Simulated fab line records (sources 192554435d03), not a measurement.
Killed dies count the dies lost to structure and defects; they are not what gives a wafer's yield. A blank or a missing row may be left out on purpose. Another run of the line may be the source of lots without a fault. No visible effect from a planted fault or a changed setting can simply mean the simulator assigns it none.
Chamber matching / flow n5-finfet / N5_BEOL_M7_ETCH_66 on rie-diel-06 has 4 sister chambers
The step etches SOC in N2/H2, target depth 80 nm, overetch 16 nm, time 120 s. 4 wafers are shown with their chamber, then 10 later ones without.

## WAFERS WITH THEIR CHAMBER
wafer=L082.1; chamber=0; drypump-motor-current-A (A)=5.0
wafer=L090.6; chamber=3; drypump-motor-current-A (A)=4.8
wafer=L092.1; chamber=2; drypump-motor-current-A (A)=5.6
wafer=L092.3; chamber=1; drypump-motor-current-A (A)=6.3

## WAFERS MISSING THEIR CHAMBER
wafer=L092.4; drypump-motor-current-A (A)=5.1
wafer=L095.3; drypump-motor-current-A (A)=6.3
wafer=L095.4; drypump-motor-current-A (A)=5.6
wafer=L095.6; drypump-motor-current-A (A)=5.6
wafer=L091.1; drypump-motor-current-A (A)=6.3
wafer=L091.5; drypump-motor-current-A (A)=5.6
wafer=L091.6; drypump-motor-current-A (A)=6.3
wafer=L094.2; drypump-motor-current-A (A)=5.7
wafer=L094.4; drypump-motor-current-A (A)=4.8
wafer=L094.6; drypump-motor-current-A (A)=6.3

## CHAMBER TAKEN BY EACH
wafer=L092.4; from the rows above=0; in truth=0
wafer=L095.3; from the rows above=1; in truth=1
wafer=L095.4; from the rows above=2; in truth=2
wafer=L095.6; from the rows above=2; in truth=2
wafer=L091.1; from the rows above=1; in truth=1
wafer=L091.5; from the rows above=2; in truth=2
wafer=L091.6; from the rows above=1; in truth=1
wafer=L094.2; from the rows above=2; in truth=2
wafer=L094.4; from the rows above=3; in truth=3
wafer=L094.6; from the rows above=1; in truth=1
Correctly placed: 10 of 10. Left unplaced by these rows: 0. Number placed wrongly: 0.
How it was worked out, from the rows above alone: a wafer's distance from a chamber is the root of the sum, over the readings, of the square of ((its reading less the chamber's mean) divided by the reading's scatter). If the next closest chamber is less than 2 further off than the closest, the wafer can't be placed; otherwise it belongs to the closest. Each chamber's mean is taken over the wafers shown for it. The scatter: with one shown wafer a chamber, the root of the mean of the squares of how far each hidden wafer lies from its nearest shown one.
